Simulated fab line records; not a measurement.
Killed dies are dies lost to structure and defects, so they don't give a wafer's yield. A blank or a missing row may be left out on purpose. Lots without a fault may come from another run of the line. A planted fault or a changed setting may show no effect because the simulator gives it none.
Which tool did it? -- flow nand harc -- Sampling: 12 lots, 36 wafers, 5 of 1159 route steps

WHAT THE GAUGES READ, wafer by wafer
NHARC_P_M0_OVL_MEAS_10: pitch 180 nm. Usual: overlay x nm 0.0 nm, standard deviation 0.85; overlay y nm -0.2 nm, standard deviation 0.64.
lot,measured,on,overlay x nm (nm),overlay y nm (nm),flag
L850,day 5 10:10,overlay-01,0.5 1.0 1.0,0.5 -0.8 0.1,
L852,day 6 16:37,overlay-02,-0.4 -0.5 0.1,0.0 0.4 1.2,
L853,day 6 16:59,overlay-02,-1.8 -1.1 -1.6,-0.2 -0.6 -0.1,
L854,day 7 01:26,overlay-02,-0.3 -0.4 -0.4,-0.2 0.2 0.1,
L857,day 7 14:39,overlay-01,-0.3 0.2 -0.2,-0.6 -0.6 -0.8,
L863,day 9 18:38,overlay-01,-0.5 -0.6 -0.5,-0.3 -1.3 -0.8,
L864,day 9 20:08,overlay-02,-0.6 -0.6 -0.2,-0.3 -0.7 -0.7,
L866,day 10 02:42,overlay-01,-0.4 -0.9 -1.6,-0.3 -1.2 -1.7,
L868,day 10 05:35,overlay-02,1.8 1.2 0.8,-0.4 -0.3 0.0,
L870,day 10 12:13,overlay-01,-0.3 -0.8 -0.3,0.4 0.1 0.2,
L869,day 10 12:34,overlay-02,0.1 0.1 0.0,0.7 0.4 0.4,
L872,day 11 06:33,overlay-02,0.6 0.5 0.4,0.0 -0.1 -0.3,

NHARC_P_M0_INSPECT_11. Usual: raw defect count reads 4.0 (standard deviation 2.3).
lot,measured,on,raw defect count,flag
L850,day 5 10:12,defect inspect-02,7 7 6,
L852,day 6 16:39,defect inspect-02,4 4 5,
L853,day 6 17:01,defect inspect-02,6 5 1,
L854,day 7 01:28,defect inspect-01,4 3 4,
L857,day 7 14:41,defect inspect-01,4 4 2,
L863,day 9 18:40,defect inspect-02,9 11 3,
L864,day 9 20:11,defect inspect-02,7 5 4,
L866,day 10 02:44,defect inspect-02,0 4 4,
L868,day 10 05:38,defect inspect-02,9 7 4,
L870,day 10 12:15,defect inspect-01,2 2 4,
L869,day 10 12:36,defect inspect-02,3 2 5,
L872,day 11 06:35,defect inspect-01,3 3 3,

NHARC_END_SORT_01. Usual: defect limited yield 95.1 %, standard deviation 1.6; killed at array 29, standard deviation 10; killed at other 0.7, standard deviation 1.1; killed at periphery 3.3, standard deviation 2.4; killed dies 33, standard deviation 11; killed open 3.3, standard deviation 2; killed short 1.9, standard deviation 1.3; sort_bin_2_pct 1.5 %, standard deviation 0.67; sort_bin_3_pct 0.27 %, standard deviation 0.24; sort_bin_4_pct 3.1 %, standard deviation 1.1; sort n pass 644, standard deviation 11; sort rim yield pct 97.1 %, standard deviation 2.1; sort yield pct 95.1 %, standard deviation 1.6.
lot,measured,on,defect limited yield (%),killed at array,killed at other,killed at periphery,killed dies,killed open,killed short,sort_bin_2_pct (%),sort_bin_3_pct (%),sort_bin_4_pct (%),sort n pass,sort rim yield pct (%),sort yield pct (%),flag
L850,day 19 13:30,prober-02,96.0 97.6 95.9,22 11 23,0 0 1,5 5 4,27 16 28,4 3 6,2 1 2,0.3 0.6 1.0,0.59 0 0.15,3.1 1.8 3.0,650 661 649,97.2 98.1 98.1,96.0 97.6 95.9,
L852,day 19 21:18,prober-02,95.6 95.7 95.1,27 27 28,1 0 0,2 2 5,30 29 33,3 5 2,3 1 4,1.3 1.8 1.9,0 0.30 0.15,3.1 2.2 2.8,647 648 644,98.1 97.2 94.3,95.6 95.7 95.1,
L853,day 19 13:31,prober-01,96.3 95.9 97.0,21 26 18,0 0 0,4 2 2,25 28 20,2 4 2,4 5 1,0.1 1.2 0.9,0 0.15 0,3.5 2.8 2.1,652 649 657,99.1 97.2 99.1,96.3 95.9 97.0,
L854,day 20 17:35,prober-02,98.2 97.6 97.6,8 15 11,1 1 2,3 0 3,12 16 16,5 3 5,0 1 1,0.6 1.0 1.0,0.15 0.15 0.15,1.0 1.2 1.2,665 661 661,99.1 98.1 96.2,98.2 97.6 97.6,
L857,day 21 01:55,prober-01,94.5 93.2 94.2,37 43 37,0 0 0,0 3 2,37 46 39,3 4 3,2 3 0,1.6 2.2 1.8,0.44 0.30 0.30,3.4 4.3 3.7,640 631 638,100.0 93.4 94.3,94.5 93.2 94.2,
L863,day 23 12:39,prober-02,93.8 93.8 95.6,35 29 26,2 1 0,5 12 4,42 42 30,4 1 3,4 1 0,2.4 1.5 1.0,0.59 0.30 0.44,3.2 4.4 3.0,635 635 647,95.3 98.1 100.0,93.8 93.8 95.6,
L864,day 23 21:31,prober-02,93.5 94.1 95.3,40 35 27,0 1 0,4 4 5,44 40 32,5 5 5,2 2 1,1.9 2.5 1.9,0 0 0.30,4.6 3.4 2.5,633 637 645,97.2 97.2 93.4,93.5 94.1 95.3,
L866,day 24 05:45,prober-02,93.8 93.4 91.6,40 40 50,0 3 0,2 2 7,42 45 57,1 4 5,3 3 1,2.4 1.9 3.5,0.74 1.18 0.44,3.1 3.5 4.4,635 632 620,99.1 96.2 92.5,93.8 93.4 91.6,
L868,day 24 14:37,prober-01,94.2 94.5 95.6,33 32 29,0 0 1,6 5 0,39 37 30,1 2 2,1 1 1,1.3 1.5 2.4,0.15 0.44 0.30,4.3 3.5 1.8,638 640 647,89.6 95.3 97.2,94.2 94.5 95.6,
L870,day 24 21:18,prober-02,95.6 95.0 94.1,29 29 39,0 1 0,1 4 1,30 34 40,1 3 3,0 3 4,0.9 1.2 2.5,0.44 0.30 0.30,3.1 3.5 3.1,647 643 637,98.1 98.1 95.3,95.6 95.0 94.1,
L869,day 24 22:21,prober-01,96.3 98.5 97.6,20 8 15,0 1 1,5 1 0,25 10 16,4 2 2,2 0 2,1.2 0.1 0.9,0.15 0 0,2.4 1.3 1.5,652 667 661,97.2 99.1 97.2,96.3 98.5 97.6,
L872,day 25 05:05,prober-02,92.9 95.1 94.5,39 31 35,0 0 0,9 2 2,48 33 37,7 4 6,4 1 2,1.8 1.8 2.1,0.30 0 0.30,5.0 3.1 3.1,629 644 640,97.2 98.1 100.0,92.9 95.1 94.5,

WHICH TOOL RAN EACH LOT (tool, then ch and the chambers of the sampled wafers, then the start)
lot,NHARC_P_M0_SOFTBAKE_04,NHARC_P_M0_DESCUM_14
L850,"litho track-01 ch 0, day 5 09:00","rie diel-05 ch 0,2,3, day 5 10:17"
L852,"litho track-04 ch 0, day 6 16:00","rie diel-04 ch 0,2, day 6 16:43"
L853,"litho track-01 ch 0, day 6 16:00","rie diel-10 ch 0,2,3, day 6 17:05"
L854,"litho track-06 ch 0, day 7 00:00","rie diel-05 ch 1,3, day 7 01:32"
L857,"litho track-06 ch 0, day 7 14:00","rie diel-10 ch 1,2,3, day 7 14:44"
L863,"litho track-06 ch 0, day 9 18:00","rie diel-04 ch 1,2,3, day 9 18:44"
L864,"litho track-06 ch 0, day 9 19:00","rie diel-10 ch 1,2,3, day 9 20:14"
L866,"litho track-04 ch 0, day 10 02:00","rie diel-05 ch 0,2,3, day 10 02:49"
L868,"litho track-04 ch 0, day 10 05:00","rie diel-05 ch 0,2,3, day 10 05:42"
L870,"litho track-01 ch 0, day 10 11:00","rie diel-04 ch 2,3, day 10 12:19"
L869,"litho track-01 ch 0, day 10 12:00","rie diel-10 ch 1,2,3, day 10 12:40"
L872,"litho track-01 ch 0, day 11 06:00","rie diel-04 ch 0,1,3, day 11 06:39"
- NHARC_P_M0_SOFTBAKE_04: time 55 s.
- NHARC_P_M0_DESCUM_14: chemistry O2, time 3 s.

WHAT THE TOOLS THEMSELVES READ (means of the sampled wafers that have a number; where no wafer has one, the mark that the record gives instead)
NHARC_P_M0_SOFTBAKE_04. Usual: heater power total W reads 188.44 W (standard deviation 0.14).
lot,tool,heater power total W (W),flag
L850,litho track-01,188.42,
L852,litho track-04,188.39,
L853,litho track-01,188.60,
L854,litho track-06,188.45,
L857,litho track-06,188.53,
L863,litho track-06,176.80,OFF
L864,litho track-06,176.90,OFF
L866,litho track-04,188.32,
L868,litho track-04,188.50,
L870,litho track-01,188.44,
L869,litho track-01,188.47,
L872,litho track-01,188.53,

NHARC_P_M0_DESCUM_14. Usual: drypump motor current A 6.0 A, standard deviation 0.41; oes product au 1.007 a.u., standard deviation 0.01; rf vpp V 58.0 V, standard deviation 0.8; showerhead plenum p Torr 1.93 Torr, standard deviation 0.055; throttle valve pct 11.311 %, standard deviation 0.0096.
lot,tool,drypump motor current A (A),oes product au (a.u.),rf vpp V (V),showerhead plenum p Torr (Torr),throttle valve pct (%),flag
L850,rie diel-05,5.8,1.014,57.7,1.94,11.313,
L852,rie diel-04,6.2,1.009,58.0,1.90,11.311,
L853,rie diel-10,6.1,1.002,57.6,1.98,11.305,
L854,rie diel-05,5.4,1.012,57.6,1.93,11.309,
L857,rie diel-10,6.1,1.014,57.4,1.98,11.307,
L863,rie diel-04,6.3,1.004,58.7,1.90,11.311,
L864,rie diel-10,6.1,1.004,58.0,1.98,11.317,
L866,rie diel-05,5.9,1.004,58.9,1.93,11.306,
L868,rie diel-05,5.8,0.998,58.4,1.93,11.312,
L870,rie diel-04,6.4,0.994,57.6,1.92,11.303,
L869,rie diel-10,6.1,1.008,57.8,1.98,11.314,
L872,rie diel-04,6.1,1.006,57.7,1.92,11.325,

THE ANSWER, worked out from the rows above alone
Rule: a lot counts as off when the mean over its wafers that have a number is more than 3 standard deviations away from the usual mean. Also off: a lot with no number at a reading for which 4 or more lots have one. Where the step has rows for the other lots, those lots are counted as sound. The gauges are gone through in route order, then the tools' own readings, and for those a lot's mean is taken as printed above. The first step at which some lot is off is used, and at that step the reading that is off furthest; a lot without a number counts as furthest.
Off: L863, L864, at NHARC_P_M0_SOFTBAKE_04 (heater power total W).
If a tool, at that step or one of the process steps before it, ran each lot that is off and ran no sound lot following the first of them, it fits. One fits: litho track-06 at NHARC_P_M0_SOFTBAKE_04. A fault onset in the window from L857 (day 7 14:00, its last sound lot) to L863 (day 9 18:00, its first lot off) fits.
The tool's own readings at NHARC_P_M0_SOFTBAKE_04 bear it out: on the lots that are off they differ by more than 5 times the standard deviation of the sound lots' means. heater power total W reads 176.85 W there against 188.47 W on the sound lots.

WHAT THE SIMULATOR PUT IN
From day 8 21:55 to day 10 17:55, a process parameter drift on litho track-06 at NHARC_P_M0_SOFTBAKE_04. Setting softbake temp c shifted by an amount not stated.
Shown lots that were struck: L863, L864. This agrees with what the rule above found.
